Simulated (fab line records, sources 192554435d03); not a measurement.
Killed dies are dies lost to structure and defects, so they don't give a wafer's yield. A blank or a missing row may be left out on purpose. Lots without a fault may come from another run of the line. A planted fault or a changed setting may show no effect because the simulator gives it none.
Which tool did it? | flow n5_finfet | 9 lots, 27 wafers sampled, at 6 steps of a route of 1938

WHAT THE GAUGES READ, wafer by wafer
N5_HKMG_FIN_INSPECT_14: inspects for defects (macro). Usual: raw_defect_count 2.1, standard deviation 1.6.
lot  | measured    | on                | raw_defect_count | flag
L809 | day 4 08:26 | defect_inspect-02 | 0 1 0            |
L810 | day 4 10:33 | defect_inspect-01 | 0 0 2            |
L811 | day 4 16:40 | defect_inspect-01 | 0 2 1            |
L812 | day 4 20:52 | defect_inspect-01 | 1 2 3            |
L819 | day 6 16:30 | defect_inspect-02 | 0 1 1            |
L820 | day 6 20:55 | defect_inspect-01 | 5 2 1            |
L821 | day 7 08:13 | defect_inspect-02 | 8 1 0            |
L829 | day 9 05:41 | defect_inspect-01 | >300 3 2         |
L831 | day 9 20:29 | defect_inspect-02 | 2 1 4            |

N5_BEOL_M4_RC_MEAS_101. Usual: DIBL_N 36.3 mV/V, standard deviation 1.4; DIBL_P 36.2 mV/V, standard deviation 1.5; IOFF_N 0.160 nA/um, standard deviation 0.021; IOFF_P 0.211 nA/um, standard deviation 0.027; ION_N 676 uA/um, standard deviation 7.7; ION_P 463 uA/um, standard deviation 5.5; SS_N 71.4 mV/dec, standard deviation 0.57; SS_P 73.3 mV/dec, standard deviation 0.58; VT_N 249.3 mV, standard deviation 2.5; VT_P -250.1 mV, standard deviation 2.6.
lot  | measured     | on        | DIBL_N (mV/V)  | DIBL_P (mV/V)  | IOFF_N (nA/um)    | IOFF_P (nA/um)    | ION_N (uA/um) | ION_P (uA/um) | SS_N (mV/dec)  | SS_P (mV/dec)  | VT_N (mV)         | VT_P (mV)            | flag
L809 | day 7 19:00  | prober-01 | 34.3 35.3 36.3 | 34.3 34.4 35.6 | 0.147 0.144 0.168 | 0.183 0.182 0.192 | 673 667 679   | 460 455 460   | 71.0 71.3 72.2 | 73.4 73.5 73.1 | 249.2 251.0 247.8 | -253.5 -253.1 -251.2 |
L810 | day 8 13:32  | prober-01 | 38.2 37.7 39.7 | 38.3 36.9 38.2 | 0.174 0.154 0.195 | 0.251 0.215 0.248 | 683 675 675   | 471 464 465   | 72.4 72.0 72.0 | 73.7 73.3 73.9 | 248.6 250.5 248.5 | -245.4 -246.7 -249.7 |
L811 | day 8 18:29  | prober-01 | 34.7 35.4 35.9 | 35.4 35.5 36.0 | 0.147 0.154 0.162 | 0.193 0.193 0.212 | 674 673 676   | 461 457 463   | 70.8 71.6 71.6 | 72.1 73.2 72.9 | 249.7 250.8 249.0 | -250.8 -250.3 -249.7 |
L812 | day 8 15:43  | prober-02 | 37.4 37.2 37.6 | 37.7 36.4 37.6 | 0.176 0.156 0.172 | 0.234 0.216 0.230 | 681 669 673   | 472 460 465   | 71.2 71.7 71.4 | 74.2 74.4 73.6 | 245.6 251.1 246.3 | -246.2 -246.7 -246.6 |
L819 | day 11 04:47 | prober-01 | 34.8 37.6 35.2 | 33.4 37.7 33.9 | 0.129 0.172 0.131 | 0.172 0.227 0.173 | 665 680 677   | 459 464 459   | 71.0 71.2 71.1 | 72.6 73.9 72.5 | 253.6 246.5 250.5 | -249.8 -248.4 -249.7 |
L820 | day 10 22:40 | prober-01 | 34.4 36.0 35.0 | 35.3 37.7 35.8 | 0.131 0.168 0.136 | 0.202 0.234 0.205 | 670 674 660   | 464 470 456   | 71.1 71.9 71.7 | 72.9 74.5 73.6 | 252.5 247.5 252.5 | -251.6 -246.9 -250.2 |
L821 | day 11 06:19 | prober-02 | 36.0 37.8 36.2 | 36.1 38.2 35.8 | 0.147 0.174 0.149 | 0.180 0.200 0.172 | 659 682 663   | 455 460 446   | 72.1 71.9 71.4 | 73.0 74.3 72.8 | 251.5 248.3 252.0 | -253.5 -251.7 -255.1 |
L829 | day 13 08:55 | prober-02 | 36.2 33.3 35.4 | 37.0 34.4 36.0 | 0.155 0.112 0.134 | 0.210 0.168 0.185 | 681 667 676   | 465 460 465   | 71.0 70.5 71.1 | 72.6 72.3 72.1 | 248.7 252.3 250.8 | -248.2 -251.6 -252.4 |
L831 | day 13 20:19 | prober-01 | 36.9 36.1 37.2 | 37.2 36.4 37.9 | 0.179 0.162 0.189 | 0.233 0.231 0.242 | 680 683 687   | 468 469 471   | 71.7 71.4 72.7 | 73.4 74.0 74.3 | 249.0 249.9 247.6 | -246.6 -250.1 -248.8 |

WHICH TOOL RAN EACH LOT (tool, then ch and the chambers of the sampled wafers, then the start)
lot  | N5_HKMG_FIN_STRIP_60                | N5_HKMG_FIN_ALD_79                 | N5_HKMG_FIN_PWFM_ALD_03            | N5_HKMG_FIN_STRIP_92
L809 | plasma_asher-02 ch 0,1, day 4 06:05 | ald_metal-01 ch 0,1,2, day 4 06:34 | ald_metal-01 ch 1,2,3, day 4 07:40 | rie_diel-05 ch 0,2,3, day 4 09:31
L810 | plasma_asher-02 ch 0,1, day 4 08:02 | ald_metal-04 ch 0,1,2, day 4 08:32 | ald_metal-01 ch 1,2,3, day 4 09:40 | rie_diel-04 ch 0,2, day 4 11:02
L811 | plasma_asher-02 ch 0,1, day 4 14:19 | ald_metal-03 ch 0,1,2, day 4 14:41 | ald_metal-04 ch 0,2,3, day 4 15:46 | rie_diel-06 ch 1,3, day 4 17:08
L812 | plasma_asher-02 ch 0,1, day 4 18:29 | ald_metal-01 ch 0,2,3, day 4 18:58 | ald_metal-04 ch 0,1,2, day 4 20:06 | rie_diel-05 ch 0,1,3, day 4 21:21
L819 | plasma_asher-02 ch 0,1, day 6 14:07 | ald_metal-03 ch 1,2, day 6 14:36   | ald_metal-03 ch 0,3, day 6 15:44   | rie_diel-04 ch 0,1,3, day 6 16:59
L820 | plasma_asher-02 ch 0,1, day 6 18:22 | ald_metal-01 ch 0,1,2, day 6 18:44 | ald_metal-04 ch 0,1,3, day 6 20:01 | rie_diel-06 ch 1,2,3, day 6 21:23
L821 | plasma_asher-01 ch 0,1, day 7 05:43 | ald_metal-01 ch 2,3, day 7 06:12   | ald_metal-03 ch 1,2, day 7 07:19   | rie_diel-05 ch 1,2,3, day 7 09:01
L829 | plasma_asher-02 ch 0,1, day 9 03:12 | ald_metal-03 ch 0,2,3, day 9 03:42 | ald_metal-03 ch 0,1,3, day 9 04:47 | rie_diel-04 ch 1,2,3, day 9 06:14
L831 | plasma_asher-02 ch 0,1, day 9 18:05 | ald_metal-01 ch 1,3, day 9 18:35   | ald_metal-01 ch 0,1,2, day 9 19:43 | rie_diel-05 ch 0,1,2, day 9 20:59
- N5_HKMG_FIN_STRIP_60: strips in N2/H2, time 360 s.
- N5_HKMG_FIN_ALD_79: deposits TiN, target thk 1.5 nm, pulse time 1 s, purge time 3 s.
- N5_HKMG_FIN_PWFM_ALD_03: deposits TiN, target thk 2 nm, pulse time 1 s, purge time 3 s.
- N5_HKMG_FIN_STRIP_92: strips SOC in N2/H2, time 20 s.

WHAT THE TOOLS THEMSELVES READ (means of the sampled wafers that have a number; where no wafer has one, the mark that the record gives instead)
N5_HKMG_FIN_STRIP_60. Usual: drypump_motor_current_A 5.9 A, standard deviation 0.44; heater_power_w 521 W, standard deviation 35.
lot  | tool            | drypump_motor_current_A (A) | heater_power_w (W) | flag
L809 | plasma_asher-02 | 6.0                         | 537                |
L810 | plasma_asher-02 | 5.9                         | 542                |
L811 | plasma_asher-02 | 5.9                         | 531                |
L812 | plasma_asher-02 | 5.7                         | 537                |
L819 | plasma_asher-02 | 5.9                         | 532                |
L820 | plasma_asher-02 | 5.9                         | 536                |
L821 | plasma_asher-01 | 6.2                         | 506                |
L829 | plasma_asher-02 | 5.7                         | 538                |
L831 | plasma_asher-02 | 5.7                         | 543                |

N5_HKMG_FIN_ALD_79. Usual: heater_power_w 853 W, standard deviation 79; precursor_pulse_height_rel 1.000, standard deviation 0.024.
lot  | tool         | heater_power_w (W) | precursor_pulse_height_rel | flag
L809 | ald_metal-01 | 882                | 0.993                      |
L810 | ald_metal-04 | 901                | 1.009                      |
L811 | ald_metal-03 | 841                | 0.977                      |
L812 | ald_metal-01 | 812                | 0.975                      |
L819 | ald_metal-03 | 812                | 1.006                      |
L820 | ald_metal-01 | 873                | 1.012                      |
L821 | ald_metal-01 | 796                | 0.995                      |
L829 | ald_metal-03 | 880                | 1.007                      |
L831 | ald_metal-01 | 821                | 0.993                      |

N5_HKMG_FIN_PWFM_ALD_03. Usual: heater_power_w 863 W, standard deviation 83; precursor_pulse_height_rel 1.001, standard deviation 0.02.
lot  | tool         | heater_power_w (W) | precursor_pulse_height_rel | flag
L809 | ald_metal-01 | 880                | 0.992                      |
L810 | ald_metal-01 | 852                | 1.021                      |
L811 | ald_metal-04 | 882                | 1.000                      |
L812 | ald_metal-04 | 879                | 1.010                      |
L819 | ald_metal-03 | 974                | 1.004                      |
L820 | ald_metal-04 | 820                | 1.001                      |
L821 | ald_metal-03 | 776                | 1.011                      |
L829 | ald_metal-03 | 914                | 0.988                      |
L831 | ald_metal-01 | 884                | 1.006                      |

N5_HKMG_FIN_STRIP_92. Usual: drypump_motor_current_A 5.9 A, standard deviation 0.41; oes_product_au 0.80 a.u., standard deviation 0.09; rf_vpp_V 54.3 V, standard deviation 0.83; showerhead_plenum_p_Torr 3.38 Torr, standard deviation 0.12; throttle_valve_pct 18.8 %, standard deviation 0.32.
lot  | tool        | drypump_motor_current_A (A) | oes_product_au (a.u.) | rf_vpp_V (V) | showerhead_plenum_p_Torr (Torr) | throttle_valve_pct (%) | flag
L809 | rie_diel-05 | 5.6                         | 0.69                  | 53.8         | 3.33                            | 19.0                   |
L810 | rie_diel-04 | 5.6                         | 0.89                  | 54.5         | 3.42                            | 18.8                   |
L811 | rie_diel-06 | 6.5                         | 0.84                  | 54.3         | 3.45                            | 18.8                   |
L812 | rie_diel-05 | 5.5                         | 0.72                  | 53.8         | 3.35                            | 19.1                   |
L819 | rie_diel-04 | 5.7                         | 0.81                  | 54.6         | 3.42                            | 18.7                   |
L820 | rie_diel-06 | 6.3                         | 0.78                  | 53.9         | 3.32                            | 18.8                   |
L821 | rie_diel-05 | 5.8                         | 0.78                  | 55.1         | 3.42                            | 18.6                   |
L829 | rie_diel-04 | 5.8                         | 0.86                  | 53.9         | 3.41                            | 18.8                   |
L831 | rie_diel-05 | 5.5                         | 0.84                  | 54.9         | 3.50                            | 18.7                   |

THE ANSWER, worked out from the rows above alone
Rule: a lot is off if the mean of its wafers that have a number lies more than 3 standard deviations from the usual mean. A lot without any number at a reading at which 4 lots or more have one is off too. The other lots that the step has rows for count as sound. The gauges are gone through in route order, then the tools' own readings, and for those a lot's mean is taken as printed above. The first step at which some lot is off is used, and at that step the reading that is off furthest; a lot without a number counts as furthest.
No lot is off at any reading shown: from this, nothing can be told.

WHAT THE SIMULATOR HAD PUT IN
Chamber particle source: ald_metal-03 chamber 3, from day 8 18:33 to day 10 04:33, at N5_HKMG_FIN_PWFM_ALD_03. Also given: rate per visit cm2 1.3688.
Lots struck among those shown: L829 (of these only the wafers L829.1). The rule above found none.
